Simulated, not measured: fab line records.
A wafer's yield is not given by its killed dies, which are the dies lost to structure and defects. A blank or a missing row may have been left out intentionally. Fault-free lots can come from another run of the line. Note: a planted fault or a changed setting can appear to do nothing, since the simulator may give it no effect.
Split-lot study :: flow n5_finfet :: 39 wafers read from 7 lots, route of 1938 steps

ABOUT THE SPLIT
At N5_BEOL_M8_TRENCH_ETCH_37 (etches SiCOH lowk in C4F6/O2, target depth 93.478 nm, time 31.2 s), the setting time_s was moved away from the recipe's 31.2 s on 12 of the 39 wafers read, by -15.7% to +56.4%. All remaining wafers had this setting at the recipe value.

FROM THE SPLIT TO THE READING: what the file shows between them, 11 steps
- N5_BEOL_M8_ETCH_41: etches SiCN in CH3F/O2, target depth 31.9 nm, time 57.8 s
- N5_BEOL_M8_STRIP_80: strips in N2/H2, time 10 s
- N5_BEOL_M8_OCD_MEAS_38
- N5_BEOL_M8_HM_STRIP_39: strips TiN in peroxide tin strip, target depth 25 nm, time 158 s
- N5_BEOL_M8_SRD_40: time 30 s
- N5_BEOL_M8_ECD_50: material Cu, target thk 300 nm
- N5_BEOL_M8_ANNEAL_51: time 90 s
- N5_BEOL_M8_CMP_52: polishes, stops on SiCOH lowk, t overpolish 6.9 s, target thk 80 nm
- N5_BEOL_M8_THK_MEAS_53: measures by xrf
- N5_BEOL_M8_PRE_CLEAN_55: time 15 s
- N5_BEOL_M8_DEP_56: deposits SiCN from 3MS/NH3, target thk 10 nm, time 17.5 s

THE READING
At N5_BEOL_M8_RS_MEAS_57, a four-point-probe measurement gives M8_RS in ohm/sq. Fault-free wafers of this fab line usually give 0.290 ohm/sq, standard deviation 0.0074 ohm/sq.

wafer: L084.1
tool, chamber at the split: rie_diel-01, 0
time_s as run, s: 31.2
against the recipe: recipe
M8_RS, ohm/sq: 0.284
against lot-mates on the recipe: -

wafer: L084.2
tool, chamber at the split: rie_diel-01, 3
time_s as run, s: 31.2
against the recipe: recipe
M8_RS, ohm/sq: 0.287
against lot-mates on the recipe: -

wafer: L084.3
tool, chamber at the split: rie_diel-01, 2
time_s as run, s: 31.2
against the recipe: recipe
M8_RS, ohm/sq: 0.280
against lot-mates on the recipe: -

wafer: L084.4
tool, chamber at the split: rie_diel-01, 3
time_s as run, s: 31.2
against the recipe: recipe
M8_RS, ohm/sq: 0.288
against lot-mates on the recipe: -

wafer: L084.5
tool, chamber at the split: rie_diel-01, 0
time_s as run, s: 31.2
against the recipe: recipe
M8_RS, ohm/sq: 0.278
against lot-mates on the recipe: -

wafer: L084.6
tool, chamber at the split: rie_diel-01, 2
time_s as run, s: 31.2
against the recipe: recipe
M8_RS, ohm/sq: 0.291
against lot-mates on the recipe: -

wafer: L085.3
tool, chamber at the split: rie_diel-02, 1
time_s as run, s: 31.2
against the recipe: recipe
M8_RS, ohm/sq: 0.295
against lot-mates on the recipe: -

wafer: L085.4
tool, chamber at the split: rie_diel-02, 0
time_s as run, s: 31.2
against the recipe: recipe
M8_RS, ohm/sq: 0.290
against lot-mates on the recipe: -

wafer: L085.6
tool, chamber at the split: rie_diel-02, 1
time_s as run, s: 31.2
against the recipe: recipe
M8_RS, ohm/sq: 0.298
against lot-mates on the recipe: -

wafer: L089.1
tool, chamber at the split: rie_diel-01, 3
time_s as run, s: 31.2
against the recipe: recipe
M8_RS, ohm/sq: 0.284
against lot-mates on the recipe: -

wafer: L089.2
tool, chamber at the split: rie_diel-01, 0
time_s as run, s: 31.2
against the recipe: recipe
M8_RS, ohm/sq: 0.288
against lot-mates on the recipe: -

wafer: L089.3
tool, chamber at the split: rie_diel-01, 2
time_s as run, s: 31.2
against the recipe: recipe
M8_RS, ohm/sq: 0.293
against lot-mates on the recipe: -

wafer: L089.4
tool, chamber at the split: rie_diel-01, 2
time_s as run, s: 31.2
against the recipe: recipe
M8_RS, ohm/sq: 0.284
against lot-mates on the recipe: -

wafer: L089.5
tool, chamber at the split: rie_diel-01, 3
time_s as run, s: 31.2
against the recipe: recipe
M8_RS, ohm/sq: 0.291
against lot-mates on the recipe: -

wafer: L089.6
tool, chamber at the split: rie_diel-01, 0
time_s as run, s: 31.2
against the recipe: recipe
M8_RS, ohm/sq: 0.295
against lot-mates on the recipe: -

wafer: L090.1
tool, chamber at the split: rie_diel-01, 3
time_s as run, s: 47.74
against the recipe: +53.0%
M8_RS, ohm/sq: 0.167
against lot-mates on the recipe: -0.120

wafer: L090.2
tool, chamber at the split: rie_diel-01, 0
time_s as run, s: 47.74
against the recipe: +53.0%
M8_RS, ohm/sq: 0.165
against lot-mates on the recipe: -0.122

wafer: L090.3
tool, chamber at the split: rie_diel-01, 1
time_s as run, s: 31.2
against the recipe: recipe
M8_RS, ohm/sq: 0.285
against lot-mates on the recipe: -

wafer: L090.4
tool, chamber at the split: rie_diel-01, 2
time_s as run, s: 31.2
against the recipe: recipe
M8_RS, ohm/sq: 0.291
against lot-mates on the recipe: -

wafer: L090.5
tool, chamber at the split: rie_diel-01, 2
time_s as run, s: 31.2
against the recipe: recipe
M8_RS, ohm/sq: 0.285
against lot-mates on the recipe: -

wafer: L090.6
tool, chamber at the split: rie_diel-01, 3
time_s as run, s: 47.74
against the recipe: +53.0%
M8_RS, ohm/sq: 0.168
against lot-mates on the recipe: -0.119

wafer: L091.1
tool, chamber at the split: rie_diel-01, 0
time_s as run, s: 31.2
against the recipe: recipe
M8_RS, ohm/sq: 0.276
against lot-mates on the recipe: -

wafer: L091.2
tool, chamber at the split: rie_diel-01, 2
time_s as run, s: 31.2
against the recipe: recipe
M8_RS, ohm/sq: 0.284
against lot-mates on the recipe: -

wafer: L091.3
tool, chamber at the split: rie_diel-01, 1
time_s as run, s: 26.31
against the recipe: -15.7%
M8_RS, ohm/sq: 0.356
against lot-mates on the recipe: +0.076

wafer: L091.4
tool, chamber at the split: rie_diel-01, 3
time_s as run, s: 31.2
against the recipe: recipe
M8_RS, ohm/sq: 0.281
against lot-mates on the recipe: -

wafer: L091.5
tool, chamber at the split: rie_diel-01, 0
time_s as run, s: 26.31
against the recipe: -15.7%
M8_RS, ohm/sq: 0.358
against lot-mates on the recipe: +0.078

wafer: L091.6
tool, chamber at the split: rie_diel-01, 3
time_s as run, s: 26.31
against the recipe: -15.7%
M8_RS, ohm/sq: 0.356
against lot-mates on the recipe: +0.076

wafer: L095.1
tool, chamber at the split: rie_diel-04, 1
time_s as run, s: 48.79
against the recipe: +56.4%
M8_RS, ohm/sq: 0.164
against lot-mates on the recipe: -0.130

wafer: L095.2
tool, chamber at the split: rie_diel-04, 0
time_s as run, s: 48.79
against the recipe: +56.4%
M8_RS, ohm/sq: 0.162
against lot-mates on the recipe: -0.132

wafer: L095.3
tool, chamber at the split: rie_diel-04, 2
time_s as run, s: 31.2
against the recipe: recipe
M8_RS, ohm/sq: 0.294
against lot-mates on the recipe: -

wafer: L095.4
tool, chamber at the split: rie_diel-04, 3
time_s as run, s: 31.2
against the recipe: recipe
M8_RS, ohm/sq: 0.293
against lot-mates on the recipe: -

wafer: L095.5
tool, chamber at the split: rie_diel-04, 1
time_s as run, s: 48.79
against the recipe: +56.4%
M8_RS, ohm/sq: 0.164
against lot-mates on the recipe: -0.130

wafer: L095.6
tool, chamber at the split: rie_diel-04, 0
time_s as run, s: 31.2
against the recipe: recipe
M8_RS, ohm/sq: 0.295
against lot-mates on the recipe: -

wafer: L097.1
tool, chamber at the split: rie_diel-04, 0
time_s as run, s: 31.2
against the recipe: recipe
M8_RS, ohm/sq: 0.288
against lot-mates on the recipe: -

wafer: L097.2
tool, chamber at the split: rie_diel-04, 1
time_s as run, s: 31.2
against the recipe: recipe
M8_RS, ohm/sq: 0.285
against lot-mates on the recipe: -

wafer: L097.3
tool, chamber at the split: rie_diel-04, 3
time_s as run, s: 43.18
against the recipe: +38.4%
M8_RS, ohm/sq: 0.184
against lot-mates on the recipe: -0.102

wafer: L097.4
tool, chamber at the split: rie_diel-04, 2
time_s as run, s: 43.18
against the recipe: +38.4%
M8_RS, ohm/sq: 0.186
against lot-mates on the recipe: -0.100

wafer: L097.5
tool, chamber at the split: rie_diel-04, 1
time_s as run, s: 43.18
against the recipe: +38.4%
M8_RS, ohm/sq: 0.188
against lot-mates on the recipe: -0.098

wafer: L097.6
tool, chamber at the split: rie_diel-04, 2
time_s as run, s: 31.2
against the recipe: recipe
M8_RS, ohm/sq: 0.286
against lot-mates on the recipe: -

FIT RESULTS
A straight line over all 39 wafers: M8_RS changes by -0.00245 ohm/sq for each +1% of time_s; r = -0.98; the points scatter about the line by 0.011 ohm/sq.
The same after taking each lot's own level away (the mean of its wafers on the recipe; 39 wafers): -0.00251 ohm/sq for each +1%; r = -0.98; scatter 0.011 ohm/sq.
The reading moves by 0.14 ohm/sq for the largest change in time_s, on that fit.
From 0.2803 to 0.2943 ohm/sq: that is the span of the lots' own levels, equal to 1.9 times the standard deviation above.
Consequently the slope shifts little with the lot-to-lot level, the two slopes agreeing.
Check: -0.138 ohm/sq against its lot-mates is what the line predicts for one of the wafers moved furthest among these (+56.4%) when that wafer is left out of the fit. Against them it came out at -0.13 ohm/sq.

THE WHOLE CHAIN: every reading that the file lists as answering this split, in the file's order
step: N5_BEOL_M8_TRENCH_ETCH_37
what it does: etches SiCOH lowk in C4F6/O2, target depth 93.478 nm, time 31.2 s
reading: etch.depth_nm (the simulator's own value, which no gauge read)
change (the file's fit): +0.928 nm for each +1% of the setting
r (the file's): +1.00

step: N5_BEOL_M8_TRENCH_ETCH_37
what it does: etches SiCOH lowk in C4F6/O2, target depth 93.478 nm, time 31.2 s
reading: BEOL_M8.feature_depth_nm (the simulator's own value, which no gauge read)
change (the file's fit): +0.928 nm for each +1% of the setting
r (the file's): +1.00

step: N5_BEOL_M8_TRENCH_ETCH_37
what it does: etches SiCOH lowk in C4F6/O2, target depth 93.478 nm, time 31.2 s
reading: TiN_of_BEOL_M8_HM_DEP_02.thk_nm (the simulator's own value, which no gauge read)
change (the file's fit): -0.0248 nm for each +1% of the setting
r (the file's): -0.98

step: N5_BEOL_M8_OCD_MEAS_38
what it does: 
reading: trench_depth_nm
change (the file's fit): +0.93 nm for each +1% of the setting
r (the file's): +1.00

step: N5_BEOL_M8_CMP_52
what it does: polishes, stops on SiCOH lowk, t overpolish 6.9 s, target thk 80 nm
reading: Cu_of_BEOL_M8_ECD_50.thk_nm (the simulator's own value, which no gauge read)
change (the file's fit): +0.932 nm for each +1% of the setting
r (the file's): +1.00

step: N5_BEOL_M8_THK_MEAS_53
what it does: measures by xrf
reading: M8_THK
change (the file's fit): +0.945 for each +1% of the setting
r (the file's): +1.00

step: N5_BEOL_M8_RS_MEAS_57
what it does: measures by four-point-probe
reading: M8_RS
change (the file's fit): -0.00244 for each +1% of the setting
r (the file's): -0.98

FILE'S OWN FIT
M8_RS changes by -0.00244 ohm/sq for each +1% of time_s, r = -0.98.
